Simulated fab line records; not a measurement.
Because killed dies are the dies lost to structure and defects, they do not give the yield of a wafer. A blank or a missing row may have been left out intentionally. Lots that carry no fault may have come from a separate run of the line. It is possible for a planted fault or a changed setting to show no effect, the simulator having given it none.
Chamber matching | flow n5-finfet | 4 sister chambers for N5_BEOL_M0_SAQP_SPACER1_ALD_98 on ald-sin-01
The step deposits SiO2, target thk 12.8 nm, pulse time 1 s, purge time 2 s. 8 wafers are shown with their chamber, then 9 later ones without.

== WAFERS WITH THEIR CHAMBER ==
wafer  | chamber | heater-power-w (W) | precursor-pulse-height-rel
L081.2 | 1       | 570                | 1.019
L086.5 | 2       | 403                | 1.015
L087.2 | 3       | 429                | 1.025
L087.4 | 0       | 538                | 1.016
L087.5 | 0       | 555                | 1.027
L088.1 | 2       | 410                | 1.050
L088.2 | 3       | 436                | 0.991
L088.4 | 1       | 577                | 1.011

== WAFERS WHOSE CHAMBER IS MISSING ==
wafer  | heater-power-w (W) | precursor-pulse-height-rel
L089.1 | 402                | 1.015
L089.5 | 421                | 0.989
L089.6 | 403                | 0.999
L092.4 | 561                | 0.969
L092.5 | 421                | 0.982
L092.6 | 398                | 1.003
L095.2 | 411                | 1.013
L095.4 | 570                | 0.962
L095.6 | 409                | 1.015

== EACH ONE'S CHAMBER ==
wafer  | from the rows above     | in truth
L089.1 | 2                       | 2
L089.5 | can't be placed: 3 or 2 | 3
L089.6 | 2                       | 2
L092.4 | can't be placed: 1 or 0 | 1
L092.5 | can't be placed: 3 or 2 | 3
L092.6 | 2                       | 2
L095.2 | can't be placed: 2 or 3 | 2
L095.4 | can't be placed: 1 or 0 | 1
L095.6 | 2                       | 2
Placed correctly: 4 of 9. Not placeable from these rows: 5 (in 5, the candidates include the true chamber). Number placed wrongly: 0.
How it was worked out, from the rows above alone: a wafer's distance from a chamber is the root of the sum, over the readings, of the square of ((its reading less the chamber's mean) divided by the reading's scatter). If the next closest chamber is less than 2 further off than the closest, the wafer can't be placed; otherwise it belongs to the closest. For every chamber, the mean is computed from those of its wafers that are shown. How the scatter is found: for the shown wafers, subtract from each reading the mean of its chamber, square and add these, divide the total by (wafers less chambers), then take the root.
